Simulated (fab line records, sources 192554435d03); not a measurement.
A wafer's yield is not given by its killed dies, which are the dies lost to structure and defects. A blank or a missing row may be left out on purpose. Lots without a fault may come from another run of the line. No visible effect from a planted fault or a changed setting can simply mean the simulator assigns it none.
Problem report in the 8D (eight disciplines) form, filled by code | flow n5 finfet | the parts of the form that need people (team, actions taken, sign-off) are left out

== 1. WHAT WENT WRONG ==
etch rf on time s at N5_BEOL_M13_ETCH_67 reads a mean of 293 s on 6 wafers of 2 lots; wafers without a fault read 239 s with a standard deviation of 5.4. Relative to the usual mean, that is a shift of +10 standard deviations.
The step: etches SiARC in CF4, target depth 143 nm, time 238.3 s.
First seen on wafer L598.3, day 15 07:36, on rie diel-04. At this step, 30 wafers from 10 lots have a number in the record. The rule behind "out" and "out of limits": a value lying over 4 standard deviations away from the usual mean. All remaining wafers that have a number are taken as sound.

== 2. WHAT THIS IS AND IS NOT ==
question                    | is                     | is not
which readings at this step | etch rf on time s      | drypump motor current A, oes product au, rf vpp V, showerhead plenum p Torr, throttle valve pct
which lots                  | L598, L599             | L586, L588, L590, L591, L601, L602, L604, L605
which wafers of those lots  | all that have a number | -
read on which tools         | rie diel-04            | rie diel-03, rie diel-05
when                        | from day 15 07:36      | up to then (12 sound wafers); but 12 sound wafers of L601, L602, L604, L605 came after

== 3. THE SUSPECTS, EACH WITH WHAT RULES IT OUT ==
Counting: any tool at a process step up to the reading is kept as a suspect provided that every lot that is out went through it and no sound lot did after the first of them.
- rie diel-04 at N5_BEOL_M13_ETCH_67 (etches SiARC in CF4, target depth 143 nm, time 238.3 s): kept. Every lot that is out went through it, starting with L598 (day 15 07:36), and after that it ran no sound lot; the last sound lot it ran before then is L591 (day 13 17:08). Out on those wafers are its own readings of etch rf on time s.
The count leaves rie diel-04 at N5_BEOL_M13_ETCH_67.

== 4. THE CAUSE (what the simulator had put in) ==
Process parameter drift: rie diel-04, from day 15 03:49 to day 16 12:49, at N5_BEOL_M13_ETCH_67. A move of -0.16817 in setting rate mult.
Counting left only this tool.

== 5. THE EFFECT CHAIN, in route order ==
One row per reading whose mean, taken over the struck wafers that have a number, lies over 3 standard deviations from the usual. Scope: only readings with a usual standard deviation given in the record; hours: median across lots of the time from each lot's start at the first step in this table that gives one to its start at this step; sigmas: change in usual standard deviations.
hours | step                | reading           | usual | on struck wafers | change | sigmas
0     | N5_BEOL_M13_ETCH_67 | etch rf on time s | 239 s | 293              | +54    | +10
The process steps in it:
- N5_BEOL_M13_ETCH_67: etches SiARC in CF4, target depth 143 nm, time 238.3 s.

== 6. WHAT WOULD HAVE CAUGHT IT SOONER ==
In this record the first reading out of limits was taken at day 15 07:36, 4 hours after the fault began at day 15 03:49.
